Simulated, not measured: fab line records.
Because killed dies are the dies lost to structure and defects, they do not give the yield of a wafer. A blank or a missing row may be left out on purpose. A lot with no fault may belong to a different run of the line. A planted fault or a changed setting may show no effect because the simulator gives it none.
Split-lot trial :: flow n5Finfet :: 7 lots, 39 wafers read, on a route of 1938 steps

ON THE SPLIT
At N5_SD_EPI_N_EPI_21 (deposits Si:P, time 690 s), the setting epiGrowthTimeS was moved away from the recipe's 690 s on 15 of the 39 wafers read, by -46.1% to +29.1%. For the rest of the wafers, this setting stayed at what the recipe calls for.

The split's own step is where the reading is taken.

THE READING
Si-P_of_SD_EPI_N_EPI_21.thkNm (the simulator's own value, which no gauge read), in nm, at N5_SD_EPI_N_EPI_21 (deposits Si:P, time 690 s). No usual value for it is given in the file. Across the 24 wafers here that went through the recipe, the average is 59.4 nm and the standard deviation 0.5 nm.

wafer: L077.1
tool, chamber at the split: epiRpcvd-01, 0
epiGrowthTimeS as run, s: 371.8
against the recipe: -46.1%
Si-P_of_SD_EPI_N_EPI_21.thkNm, nm: 34.4
against lot-mates on the recipe: -24.4

wafer: L077.2
tool, chamber at the split: epiRpcvd-01, 0
epiGrowthTimeS as run, s: 371.8
against the recipe: -46.1%
Si-P_of_SD_EPI_N_EPI_21.thkNm, nm: 34
against lot-mates on the recipe: -24.8

wafer: L077.3
tool, chamber at the split: epiRpcvd-01, 0
epiGrowthTimeS as run, s: 690
against the recipe: recipe
Si-P_of_SD_EPI_N_EPI_21.thkNm, nm: 59.4
against lot-mates on the recipe: -

wafer: L077.4
tool, chamber at the split: epiRpcvd-01, 0
epiGrowthTimeS as run, s: 690
against the recipe: recipe
Si-P_of_SD_EPI_N_EPI_21.thkNm, nm: 58.4
against lot-mates on the recipe: -

wafer: L077.5
tool, chamber at the split: epiRpcvd-01, 0
epiGrowthTimeS as run, s: 371.8
against the recipe: -46.1%
Si-P_of_SD_EPI_N_EPI_21.thkNm, nm: 34.2
against lot-mates on the recipe: -24.6

wafer: L077.6
tool, chamber at the split: epiRpcvd-01, 0
epiGrowthTimeS as run, s: 690
against the recipe: recipe
Si-P_of_SD_EPI_N_EPI_21.thkNm, nm: 58.6
against lot-mates on the recipe: -

wafer: L084.1
tool, chamber at the split: epiRpcvd-01, 0
epiGrowthTimeS as run, s: 690
against the recipe: recipe
Si-P_of_SD_EPI_N_EPI_21.thkNm, nm: 59.4
against lot-mates on the recipe: -

wafer: L084.5
tool, chamber at the split: epiRpcvd-01, 0
epiGrowthTimeS as run, s: 690
against the recipe: recipe
Si-P_of_SD_EPI_N_EPI_21.thkNm, nm: 59.4
against lot-mates on the recipe: -

wafer: L084.2
tool, chamber at the split: epiRpcvd-01, 0
epiGrowthTimeS as run, s: 473.4
against the recipe: -31.4%
Si-P_of_SD_EPI_N_EPI_21.thkNm, nm: 43.8
against lot-mates on the recipe: -15.9

wafer: L084.3
tool, chamber at the split: epiRpcvd-01, 0
epiGrowthTimeS as run, s: 690
against the recipe: recipe
Si-P_of_SD_EPI_N_EPI_21.thkNm, nm: 60.2
against lot-mates on the recipe: -

wafer: L084.4
tool, chamber at the split: epiRpcvd-01, 0
epiGrowthTimeS as run, s: 473.4
against the recipe: -31.4%
Si-P_of_SD_EPI_N_EPI_21.thkNm, nm: 43.6
against lot-mates on the recipe: -16.1

wafer: L084.6
tool, chamber at the split: epiRpcvd-01, 0
epiGrowthTimeS as run, s: 473.4
against the recipe: -31.4%
Si-P_of_SD_EPI_N_EPI_21.thkNm, nm: 44.2
against lot-mates on the recipe: -15.5

wafer: L085.1
tool, chamber at the split: epiRpcvd-01, 0
epiGrowthTimeS as run, s: 891.1
against the recipe: +29.1%
Si-P_of_SD_EPI_N_EPI_21.thkNm, nm: 71.4
against lot-mates on the recipe: +11.7

wafer: L085.2
tool, chamber at the split: epiRpcvd-01, 0
epiGrowthTimeS as run, s: 690
against the recipe: recipe
Si-P_of_SD_EPI_N_EPI_21.thkNm, nm: 59.6
against lot-mates on the recipe: -

wafer: L085.3
tool, chamber at the split: epiRpcvd-01, 0
epiGrowthTimeS as run, s: 690
against the recipe: recipe
Si-P_of_SD_EPI_N_EPI_21.thkNm, nm: 59.8
against lot-mates on the recipe: -

wafer: L085.5
tool, chamber at the split: epiRpcvd-01, 0
epiGrowthTimeS as run, s: 690
against the recipe: recipe
Si-P_of_SD_EPI_N_EPI_21.thkNm, nm: 59.8
against lot-mates on the recipe: -

wafer: L085.4
tool, chamber at the split: epiRpcvd-01, 0
epiGrowthTimeS as run, s: 891.1
against the recipe: +29.1%
Si-P_of_SD_EPI_N_EPI_21.thkNm, nm: 72
against lot-mates on the recipe: +12.3

wafer: L085.6
tool, chamber at the split: epiRpcvd-01, 0
epiGrowthTimeS as run, s: 891.1
against the recipe: +29.1%
Si-P_of_SD_EPI_N_EPI_21.thkNm, nm: 72.2
against lot-mates on the recipe: +12.5

wafer: L088.1
tool, chamber at the split: epiRpcvd-03, 0
epiGrowthTimeS as run, s: 872.7
against the recipe: +26.5%
Si-P_of_SD_EPI_N_EPI_21.thkNm, nm: 69.8
against lot-mates on the recipe: +9.9

wafer: L088.2
tool, chamber at the split: epiRpcvd-03, 0
epiGrowthTimeS as run, s: 690
against the recipe: recipe
Si-P_of_SD_EPI_N_EPI_21.thkNm, nm: 59.6
against lot-mates on the recipe: -

wafer: L088.3
tool, chamber at the split: epiRpcvd-03, 0
epiGrowthTimeS as run, s: 690
against the recipe: recipe
Si-P_of_SD_EPI_N_EPI_21.thkNm, nm: 60.4
against lot-mates on the recipe: -

wafer: L088.4
tool, chamber at the split: epiRpcvd-03, 0
epiGrowthTimeS as run, s: 690
against the recipe: recipe
Si-P_of_SD_EPI_N_EPI_21.thkNm, nm: 59.8
against lot-mates on the recipe: -

wafer: L088.5
tool, chamber at the split: epiRpcvd-03, 0
epiGrowthTimeS as run, s: 872.7
against the recipe: +26.5%
Si-P_of_SD_EPI_N_EPI_21.thkNm, nm: 71.2
against lot-mates on the recipe: +11.3

wafer: L088.6
tool, chamber at the split: epiRpcvd-03, 0
epiGrowthTimeS as run, s: 872.7
against the recipe: +26.5%
Si-P_of_SD_EPI_N_EPI_21.thkNm, nm: 70.2
against lot-mates on the recipe: +10.3

wafer: L091.1
tool, chamber at the split: epiRpcvd-03, 0
epiGrowthTimeS as run, s: 690
against the recipe: recipe
Si-P_of_SD_EPI_N_EPI_21.thkNm, nm: 60.4
against lot-mates on the recipe: -

wafer: L091.5
tool, chamber at the split: epiRpcvd-03, 0
epiGrowthTimeS as run, s: 690
against the recipe: recipe
Si-P_of_SD_EPI_N_EPI_21.thkNm, nm: 59.6
against lot-mates on the recipe: -

wafer: L091.6
tool, chamber at the split: epiRpcvd-03, 0
epiGrowthTimeS as run, s: 690
against the recipe: recipe
Si-P_of_SD_EPI_N_EPI_21.thkNm, nm: 59.6
against lot-mates on the recipe: -

wafer: L092.1
tool, chamber at the split: epiRpcvd-03, 0
epiGrowthTimeS as run, s: 690
against the recipe: recipe
Si-P_of_SD_EPI_N_EPI_21.thkNm, nm: 59.2
against lot-mates on the recipe: -

wafer: L092.2
tool, chamber at the split: epiRpcvd-03, 0
epiGrowthTimeS as run, s: 690
against the recipe: recipe
Si-P_of_SD_EPI_N_EPI_21.thkNm, nm: 59.6
against lot-mates on the recipe: -

wafer: L092.4
tool, chamber at the split: epiRpcvd-03, 0
epiGrowthTimeS as run, s: 690
against the recipe: recipe
Si-P_of_SD_EPI_N_EPI_21.thkNm, nm: 59.6
against lot-mates on the recipe: -

wafer: L092.3
tool, chamber at the split: epiRpcvd-03, 0
epiGrowthTimeS as run, s: 512.7
against the recipe: -25.7%
Si-P_of_SD_EPI_N_EPI_21.thkNm, nm: 47.2
against lot-mates on the recipe: -12.3

wafer: L092.5
tool, chamber at the split: epiRpcvd-03, 0
epiGrowthTimeS as run, s: 512.7
against the recipe: -25.7%
Si-P_of_SD_EPI_N_EPI_21.thkNm, nm: 47.2
against lot-mates on the recipe: -12.3

wafer: L092.6
tool, chamber at the split: epiRpcvd-03, 0
epiGrowthTimeS as run, s: 512.7
against the recipe: -25.7%
Si-P_of_SD_EPI_N_EPI_21.thkNm, nm: 46.8
against lot-mates on the recipe: -12.7

wafer: L093.1
tool, chamber at the split: epiRpcvd-03, 0
epiGrowthTimeS as run, s: 690
against the recipe: recipe
Si-P_of_SD_EPI_N_EPI_21.thkNm, nm: 59
against lot-mates on the recipe: -

wafer: L093.2
tool, chamber at the split: epiRpcvd-03, 0
epiGrowthTimeS as run, s: 690
against the recipe: recipe
Si-P_of_SD_EPI_N_EPI_21.thkNm, nm: 59
against lot-mates on the recipe: -

wafer: L093.4
tool, chamber at the split: epiRpcvd-03, 0
epiGrowthTimeS as run, s: 690
against the recipe: recipe
Si-P_of_SD_EPI_N_EPI_21.thkNm, nm: 59
against lot-mates on the recipe: -

wafer: L093.5
tool, chamber at the split: epiRpcvd-03, 0
epiGrowthTimeS as run, s: 690
against the recipe: recipe
Si-P_of_SD_EPI_N_EPI_21.thkNm, nm: 59
against lot-mates on the recipe: -

wafer: L093.3
tool, chamber at the split: epiRpcvd-03, 0
epiGrowthTimeS as run, s: 690
against the recipe: recipe
Si-P_of_SD_EPI_N_EPI_21.thkNm, nm: 58.8
against lot-mates on the recipe: -

wafer: L093.6
tool, chamber at the split: epiRpcvd-03, 0
epiGrowthTimeS as run, s: 690
against the recipe: recipe
Si-P_of_SD_EPI_N_EPI_21.thkNm, nm: 59.6
against lot-mates on the recipe: -

FIT RESULTS
A straight line over all 39 wafers: Si-P_of_SD_EPI_N_EPI_21.thkNm changes by +0.488 nm for each +1% of epiGrowthTimeS; r = +0.99; the points scatter about the line by 1.1 nm.
The same after taking each lot's own level away (the mean of its wafers on the recipe; 39 wafers): +0.48 nm for each +1%; r = +0.99; scatter 1 nm.
On that fit, the largest move of epiGrowthTimeS shifts the reading by 22 nm.
The span of the lots' own levels, 58.80 to 59.93 nm, comes to 2.3 times the standard deviation stated above.
So the lot-to-lot level changes the slope little: the two slopes agree.
Check: with one of the wafers moved furthest among these (-46.1%) left out of the fit, the line predicts -22.4 nm for it against its lot-mates. It came out at -24.4 nm against them.

OTHER SPLITS APPLIED TO THESE WAFERS
Other splits were also applied to these wafers ahead of the reading. Each is held against what the fit with the lots' levels taken away leaves over:
other split on the same wafers: N5_FIN_CUT_CUT_ETCH_15 timeS
wafers away from the commonest value: 15
r with Si-P_of_SD_EPI_N_EPI_21.thkNm (lot level and that fit taken away): +0.11

THE WHOLE CHAIN: every reading that the file lists as answering this split, in the file's order
step: N5_SD_EPI_N_EPI_21
what it does: deposits Si:P, time 690 s
reading: Si-P_of_SD_EPI_N_EPI_21.thkNm (the simulator's own value, which no gauge read)
change (the file's fit): +0.485 nm for each +1% of the setting
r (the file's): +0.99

step: N5_SD_EPI_N_EPI_MEAS_23
what it does: 
reading: thkNm
change (the file's fit): withheld for each +1% of the setting
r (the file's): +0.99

FILE'S OWN FIT
Si-P_of_SD_EPI_N_EPI_21.thkNm changes by +0.485 nm for each +1% of epiGrowthTimeS, r = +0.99.
